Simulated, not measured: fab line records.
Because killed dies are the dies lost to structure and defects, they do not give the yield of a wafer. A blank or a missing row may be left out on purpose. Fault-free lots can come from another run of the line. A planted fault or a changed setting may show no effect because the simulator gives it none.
Comparing a struck lot with a sound one -- flow nand harc -- 15 steps out of a route of 1302
Sound: the wafers L898.1, L898.5, L898.6. The struck wafers were L906.1, L906.2, L906.6. At the end, the cause is stated.
Each step with rows lists, per side, the tool, then ch with its chambers, then its first start. Under that, the readings that differ: sound wafers -- struck wafers -- difference of the means -- sigmas: that difference in standard deviations of wafers without a fault.
alike: readings whose means differ by less than 2 such deviations, and words and numbers that are the same on both sides. not compared: withheld readings, readings that some wafer has no value for, bounds like >300 that may hide the same value, and numbers for which the record gives no deviation and whose values overlap.
Wherever a step has rows on one side only, a row that says differs or no value, or a row with sigmas, the two part there. Numbers that have no deviation but don't overlap get no sigmas and don't part them. Lack of a reading on every wafer of one side parts them only where that side has two or more wafers.

NHARC_P_ZERO_WELL_INSPECT_43:
  sound on defect inspect-02 at day 2 23:43; struck on defect inspect-02 at day 6 07:37
  alike: raw defect count
then, 11 steps without rows for these wafers: NHARC_P_STI_ETCH_26 (etches SiO2 in dHF, target depth 11 nm); NHARC_P_STI_PRECLEAN_27 (cleans in SC1); NHARC_P_STI_SRD_28; NHARC_P_STI_OXIDE_29 (material SiO2, target thk 10 nm, ox time 1362 s); NHARC_P_STI_HM_DEP_30 (deposits Si3N4, target thk 80 nm, time 873 s); NHARC_P_STI_DEHYDRATE_01 (time 120 s); NHARC_P_STI_HMDS_02 (time 30 s); NHARC_P_STI_COAT_41 (time 65 s); NHARC_P_STI_COAT_03 (resist thk 600 nm); NHARC_P_STI_SOFTBAKE_04 (time 70 s); NHARC_P_STI_EBR_05.
NHARC_P_STI_EXPOSE_06: exposes mask P STI, target cd 200 nm.
  sound on krf scanner-02 ch 0, day 3 16:22; struck on krf scanner-03 ch 0, day 6 22:30
reading,sound,struck,difference,sigmas
model.P_STI.overlay x nm (nm),-2.983 -2.983 -2.983,10.81 10.81 10.81,+13.79,
  alike: mask
then, 2 steps without rows for these wafers: NHARC_P_STI_PEB_07 (peb time 80 s); NHARC_END_SORT_01.

## WHERE THEY PART
Nowhere in this record.

WHY: what the simulator had put in
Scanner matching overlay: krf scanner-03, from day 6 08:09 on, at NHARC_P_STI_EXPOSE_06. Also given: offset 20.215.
